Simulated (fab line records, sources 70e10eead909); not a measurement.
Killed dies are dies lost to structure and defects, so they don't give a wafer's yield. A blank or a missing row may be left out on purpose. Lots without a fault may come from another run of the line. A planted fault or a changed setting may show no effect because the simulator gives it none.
fab line records | flow nand_harc | part 2 of 2: steps 28 to 38 of 38
record lots=5 wafers=15 last_day=33
route steps=1302 shown P_M2@344 P_BONDPAD@351
lots that met no fault: from a run of the same line without faults
start_h: hours from the record's first day to the start of the lot's first wafer shown | wait_h: hours since the lot's step before | " the same as in the row above | L1.1+2: a row that stands for several wafers | - no value, or no start given | * or withheld: withheld | < > ~ a bound
route shown NAME@n: a module of which the file shows steps, and the number in the route of the first | usual: mean/standard deviation of fault-free wafers | same: alike in all rows | chamber/n: place in a boat | sites: the reading at each site | _std_site: their standard deviation | _edge_site: outer sites' mean less inner sites' | radius_mm: how far each site lies from the wafer's centre | mask NAME#n: copy n | behind: the tool/chamber that last shaped the wafer | hold: why the lot was held/for how many hours/how that ended | device: the transistor (n, p or np) that didn't switch | end of line: the same wafers' tests at the end of the route | a step without rows: its recipe alone | killed: dies lost to structure and defects at the first sort, not the wafer's yield | map: a wafer's dies, x killed, . not, _ none there
set.NAME: the setting as run; set.NAME@STEP: as run at that earlier step | model.NAME: the simulator's own value behind a step, which no gauge read
lots at some steps of the route; a table a step, a row a wafer
services: from which hour (start_h, from the record's first day; less than 0 if before it) a tool's chamber was out of use, for how many hours, and why
## steps
# step NHARC_P_BONDPAD_ETCH_24
# recipe target_depth_a=300 over_etch_frac=0.3 time_s=72.99 ion_energy_ev=150 cf4_flow_sccm=50 n2_flow_sccm=100 ar_flow_sccm=150 rf_w=300 bias_w=100 chemistry=CF4/N2
# usual drypump_motor_current_A=5.8/0.53 oes_product_au=0.998/0.0078 rf_vpp_V=314.3/2.2 showerhead_plenum_p_Torr=2.63/0.11 throttle_valve_pct=19.796/0.009
# columns lot.wafer tool chamber start_h wait_h drypump_motor_current_A oes_product_au rf_hours_counter_h rf_vpp_V showerhead_plenum_p_Torr throttle_valve_pct
L083.3 rie_diel-11 1 - - 5.4 0.994 4.7 312.2 2.49 19.793
L083.1 " 2 " " 6.3 1.006 4.9 316.7 2.72 19.790
L083.6 " 1 " " 5.4 0.985 - 310.3 2.49 19.793
L084.2 rie_diel-02 0 - - 5.6 1.005 0.3 315.9 2.72 19.805
L084.5 " 3 " " 5.8 1.002 - 316.1 2.69 19.798
L084.6 " 0 " " 5.6 1.003 - 314.9 2.72 19.775
L085.1 rie_diel-11 3 - - 4.9 0.999 5.4 316.4 2.75 19.780
L085.6 " 0 " " 6.6 1.003 - 313.3 2.58 19.800
L085.5 " 1 " " 5.4 1.001 - 310.8 2.49 19.785
L086.3 rie_diel-02 0 279.40 0.2 5.6 1.001 2.1 317.3 2.72 19.800
L086.2 " 1 " " 5.9 1.000 2.2 312.5 2.47 19.799
L086.6 " 1 " " 5.9 0.990 - 310.8 2.47 19.785
L097.4 rie_diel-10 3 - - 5.9 1.000 6.2 317.0 2.69 19.806
L097.3 " 0 " " 6.2 0.992 6.5 318.7 2.77 19.794
L097.2 " 2 " " 5.6 1.000 6.4 312.0 2.50 19.786
# step NHARC_P_BONDPAD_STRIP_16
# recipe time_s=600 temp_c=30 chemistry=post_etch_residue_remover
# columns lot.wafer tool chamber start_h wait_h
L083.3+6+1 wet_bench-10 1,2,4 222.14 -
L084.5+6+2 wet_bench-10 1,3,4 244.16 -
L085.6+5+1 wet_bench-08 3,4,5 247.72 -
L086.3+2+6 wet_bench-10 2,4,6 279.54 -
L097.3+4+2 wet_bench-08 1,3,4 363.46 -
# step NHARC_P_BONDPAD_DEGAS_25
# recipe temp_c=300 time_s=60
# usual heater_power_w=471/50
# columns lot.wafer tool chamber start_h wait_h heater_power_w
L083.3 pvd_sputter-03 - 222.41 - 402
L083.1 " - " " 423
L083.6 " - " " 402
L084.2 pvd_sputter-03 - 244.42 - 412
L084.5 " - " " 400
L084.6 " - " " 442
L085.1 pvd_sputter-01 - 248.00 - 550
L085.5 " - " " 465
L085.6 " - " " 488
L086.3 pvd_sputter-02 - 279.80 - 486
L086.2 " - " " 441
L086.6 " - " " 437
L097.4 pvd_sputter-02 - 363.73 - 411
L097.3 " - " " 474
L097.2 " - " " 511
# step NHARC_P_BONDPAD_PRE_CLEAN_26
# recipe time_s=30 temp_c=280 gas=H2/He
# usual heater_power_w=418/46
# columns lot.wafer tool chamber start_h wait_h heater_power_w
L083.1 pvd_sputter-03 - - - 358
L083.3 " - " " 358
L083.6 " - " " 412
L084.2 pvd_sputter-03 - - - 406
L084.6 " - " " 415
L084.5 " - " " 361
L085.1 pvd_sputter-01 - - - 474
L085.6 " - " " 496
L085.5 " - " " 484
L086.2 pvd_sputter-02 - - - 397
L086.3 " - " " 436
L086.6 " - " " 400
L097.3 pvd_sputter-02 - - - 361
L097.4 " - " " 435
L097.2 " - " " 475
# step NHARC_P_BONDPAD_PVD_17
# recipe target_thk_a=50 bias_v=168.6 power_w=15000 chamber_pressure_pa=0.12 time_s=8.06 substrate_temp_c=50 material=TaN
# usual bias_v=168.7/1.7 throttle_valve_pct=30.2/0.75
# columns lot.wafer tool chamber start_h wait_h bias_v throttle_valve_pct
L083.1 pvd_sputter-03 - - - 167.9 31.0
L083.3 " - " " 169.3 30.1
L083.6 " - " " 169.5 31.0
L084.2 pvd_sputter-03 - - - 169.5 30.3
L084.6 " - " " 168.3 30.8
L084.5 " - " " 168.4 30.3
L085.1 pvd_sputter-01 - - - 169.3 30.2
L085.5 " - " " 171.9 32.1
L085.6 " - " " 168.9 30.4
L086.2 pvd_sputter-02 - - - 168.4 30.4
L086.3 " - " " 167.4 29.4
L086.6 " - " " 167.8 29.5
L097.4 pvd_sputter-02 - - - 166.2 29.4
L097.2 " - " " 168.6 30.6
L097.3 " - " " 168.1 28.9
# step NHARC_P_BONDPAD_PVD_27
# recipe target_thk_a=300 chamber_pressure_pa=5 power_w=5000 substrate_temp_c=30 time_s=20.49 material=Cu
# usual throttle_valve_pct=30.2/0.78
# columns lot.wafer tool chamber start_h wait_h throttle_valve_pct
L083.3 pvd_sputter-03 - - - 30.9
L083.1 " - " " 30.0
L083.6 " - " " 30.9
L084.2 pvd_sputter-03 - - - 30.2
L084.5 " - " " 30.2
L084.6 " - " " 29.7
L085.1 pvd_sputter-01 - - - 30.1
L085.6 " - " " 32.1
L085.5 " - " " 30.5
L086.2 pvd_sputter-02 - - - 30.2
L086.3 " - " " 30.2
L086.6 " - " " 29.4
L097.3 pvd_sputter-02 - - - 30.5
L097.2 " - " " 30.6
L097.4 " - " " 29.2
# step NHARC_P_BONDPAD_ECD_18
# recipe target_thk_a=4000 bath_temp_c=25 material=Cu
# columns lot.wafer tool chamber start_h wait_h
L083.1+3+6 ecd_cu-02 0,0,1 222.77 -
L084.2+5+6 ecd_cu-01 1,1,0 244.78 -
L085.1+5+6 ecd_cu-01 0,1,0 248.39 -
L086.2+3+6 ecd_cu-02 1,1,0 280.16 -
L097.2+4+3 ecd_cu-01 0,1,0 364.14 -
# step NHARC_P_BONDPAD_ANNEAL_28
# recipe temp_c=225 time_s=90
# usual wafer_temp_C_max=226.1/0.44
# columns lot.wafer tool chamber start_h wait_h wafer_temp_C_max
L083.1 rtp_anneal-02 0 223.15 0.3 225.6
L083.3 " 0 " " 225.7
L083.6 " 0 " " 225.8
L084.2 rtp_anneal-02 0 245.22 0.4 226.1
L084.5 " 0 " " 225.8
L084.6 " 0 " " 225.9
L085.1 rtp_anneal-01 0 248.72 0.3 226.7
L085.5 " 0 " " 226.7
L085.6 " 0 " " 226.3
L086.2 rtp_anneal-02 0 280.62 - 226.1
L086.3 " 0 " " 225.3
L086.6 " 0 " " 225.7
L097.2 rtp_anneal-01 0 364.52 0.3 227.1
L097.3 " 0 " " 226.2
L097.4 " 0 " " 226.8
# step NHARC_P_BONDPAD_CMP_19
# recipe t_overpolish_s=30 cu_recess_touch_s=16 target_thk_nm=160.81
# usual edge_zone_pressure_frac=1.001/0.005 motor_current_A=12.4/1.2 overpolish_run_s=30.000/0.0089
# columns lot.wafer tool chamber start_h wait_h edge_zone_pressure_frac motor_current_A overpolish_run_s
L083.1 cmp-02 2 223.55 - 0.988 13.6 29.990
L083.3 " 3 " " 1.004 11.4 30.014
L083.6 " 1 " " 1.006 11.8 30.007
L084.2 cmp-04 0 245.54 - 0.999 15.1 30.008
L084.5 " 3 " " 1.011 13.3 30.008
L084.6 " 0 " " 0.993 15.1 29.999
L085.1 cmp-04 1 249.15 - 1.010 13.2 29.999
L085.5 " 2 " " 1.000 12.5 29.992
L085.6 " 3 " " 0.998 14.0 30.001
L086.3 cmp-03 0 280.91 - 0.995 10.6 30.017
L086.2 " 3 " " 1.002 13.1 30.001
L086.6 " 1 " " 1.003 12.0 30.001
L097.4 cmp-03 2 364.81 - 0.996 12.8 30.008
L097.3 " 3 " " 1.006 12.8 30.003
L097.2 " 1 " " 1.006 11.8 29.993
# step NHARC_P_BONDPAD_THK_MEAS_20
# recipe thk_meas_gauge=xrf
# usual thk_nm=160.7/1.4
# columns lot.wafer tool chamber start_h wait_h thk_nm
L083.1 film_metro-01 - 223.82 - 161.5
L083.3 " - " " 161.6
L083.6 " - " " 161.9
L084.2 film_metro-02 - 245.84 - 161.4
L084.5 " - " " 159.8
L084.6 " - " " 160.5
L085.1 film_metro-01 - 249.38 - 161.4
L085.5 " - " " 161.0
L085.6 " - " " 159.3
L086.2 film_metro-01 - 281.24 - 158.6
L086.3 " - " " 160.4
L086.6 " - " " 160.4
L097.2 film_metro-01 - 365.14 - 164.2
L097.3 " - " " 160.3
L097.4 " - " " 160.0
# step NHARC_P_BONDPAD_SRD_21
# recipe time_s=30 temp_c=23 dry_time_s=20 spin_rpm=1500
# columns lot.wafer tool chamber start_h wait_h
L083.6+3+1 wet_bench-10 6,7,2 223.86 0.0
L084.2+6+5 wet_bench-10 2,3,4 245.89 0.1
L085.6+1+5 wet_bench-08 7,0,2 249.42 0.0
L086.6+2+3 wet_bench-08 1,4,6 281.27 0.0
L097.3+2+4 wet_bench-10 6,7,1 365.18 0.0
## services
# columns tool chamber start_h hours kind
pvd_sputter-03 - 200.02 9.4 repair
rie_diel-10 2 200.29 5.1 repair
cmp-04 - 209.00 4.0 pm
rie_diel-02 - 216.70 9.0 pm
litho_track-02 - 227.00 7.0 pm
pecvd-02 - 227.00 13.0 pm
cmp-02 - 227.03 1.3 repair
cmp-02 - 232.51 4.0 pm
rie_diel-10 - 242.50 9.0 pm
litho_track-07 - 251.00 7.0 pm
rie_diel-11 - 255.50 9.0 pm
cmp-02 - 259.69 1.6 repair
pvd_sputter-02 - 263.65 2.4 repair
rie_diel-02 3 274.27 21.3 repair
pvd_sputter-02 - 282.00 10.0 pm
rie_diel-02 2 287.09 22.8 repair
wet_bench-08 - 294.40 8.0 pm
litho_track-05 - 299.00 7.0 pm
cmp-04 - 307.00 4.0 pm
wet_bench-10 - 311.20 8.0 pm
cmp-04 - 313.30 3.8 repair
rie_diel-02 3 344.89 11.9 repair
pvd_sputter-03 - 348.02 10.0 pm
wet_bench-10 - 356.80 8.3 repair
